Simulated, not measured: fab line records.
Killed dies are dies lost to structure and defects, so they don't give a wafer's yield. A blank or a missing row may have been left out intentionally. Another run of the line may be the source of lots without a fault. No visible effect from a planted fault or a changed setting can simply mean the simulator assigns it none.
Split-lot study	flow n5Finfet	route with 1938 steps; 7 lots, 21 wafers read

== SPLIT DETAILS ==
At N5_BEOL_M5_ETCH_72 (etches underlayer in N2/H2, target depth 6.5 nm, time 5.2 s), the setting biasW was moved away from the recipe's 150 W on 5 of the 21 wafers read, by -16.3% to +16.1%. For the rest of the wafers, this setting stayed at what the recipe calls for.

The reading is taken at the split's own step.

== THE READING ==
rfVppV, in V, at N5_BEOL_M5_ETCH_72 (etches underlayer in N2/H2, target depth 6.5 nm, time 5.2 s). On this fab line, fault-free wafers typically give 525.3 V with a standard deviation of 2.4 V.

wafer	tool, chamber at the split	biasW as run, W	against the recipe	rfVppV, V	against lot-mates on the recipe
L074.1	rieDiel-02, 0	125.5	-16.3%	469.3	-57.7
L074.4	rieDiel-02, 2	125.5	-16.3%	466.7	-60.3
L074.5	rieDiel-02, 3	150	recipe	527.0	-
L075.3	rieDiel-01, 3	150	recipe	527.6	-
L075.4	rieDiel-01, 3	150	recipe	524.4	-
L075.5	rieDiel-01, 2	150	recipe	528.4	-
L086.2	rieDiel-05, 2	150	recipe	521.8	-
L086.3	rieDiel-05, 1	150	recipe	522.3	-
L086.4	rieDiel-05, 3	150	recipe	527.5	-
L085.2	rieDiel-01, 0	150	recipe	525.0	-
L085.3	rieDiel-01, 2	150	recipe	528.7	-
L085.4	rieDiel-01, 1	150	recipe	526.3	-
L089.2	rieDiel-01, 3	150	recipe	525.2	-
L089.4	rieDiel-01, 1	150	recipe	525.0	-
L089.5	rieDiel-01, 2	150	recipe	526.7	-
L095.3	rieDiel-01, 3	174.2	+16.1%	577.8	+51.5
L095.4	rieDiel-01, 0	174.2	+16.1%	577.8	+51.5
L095.5	rieDiel-01, 3	150	recipe	526.3	-
L096.3	rieDiel-05, 0	161.3	+7.5%	549.2	+27.8
L096.5	rieDiel-05, 2	150	recipe	519.4	-
L096.6	rieDiel-05, 3	150	recipe	523.5	-

THE FIT
A straight line over all 21 wafers: rfVppV changes by +3.37 V for each +1% of biasW; r = +1.00; the points scatter about the line by 2.5 V.
The same after taking each lot's own level away (the mean of its wafers on the recipe; 21 wafers): +3.42 V for each +1%; r = +1.00; scatter 2.2 V.
That fit puts the effect of the largest move of biasW on the reading at 56 V.
Across the lots, their own levels run from 521.45 to 527.00 V, a range of 2.3 times the standard deviation given above.
Consequently the slope shifts little with the lot-to-lot level, the two slopes agreeing.
Check: for one of the wafers moved furthest among these (-16.3%), held out of the fit, the line's prediction against its lot-mates is -55.9 V. Against them it came out at -57.7 V.
Tool readings at the split's step, against how far the setting was moved: rfVppV r = +1.00.

== FURTHER SPLITS ON THESE WAFERS ==
Note: prior to the reading, these wafers also went through further splits. Each is held against what the fit with the lots' levels taken away leaves over:
other split on the same wafers	wafers away from the commonest value	r with rfVppV (lot level and that fit taken away)
N5_BEOL_M2_PECVD_72 timeS	6	-0.19
N5_BEOL_M3_ILD_DEP_00 timeS	8	+0.15
N5_BEOL_M3_COAT_05 spinRpm	10	+0.15
N5_BEOL_M3_ETCH_70 timeS	4	-0.18
N5_BEOL_M4_COAT_73 spinRpm	7	+0.22
N5_BEOL_M4_EXPOSE_08 doseMj	6	+0.07
N5_BEOL_M5_COAT_71 spinRpm	4	-0.11

== FILE'S OWN FIT ==
rfVppV changes by +3.43 V for each +1% of biasW, r = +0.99.
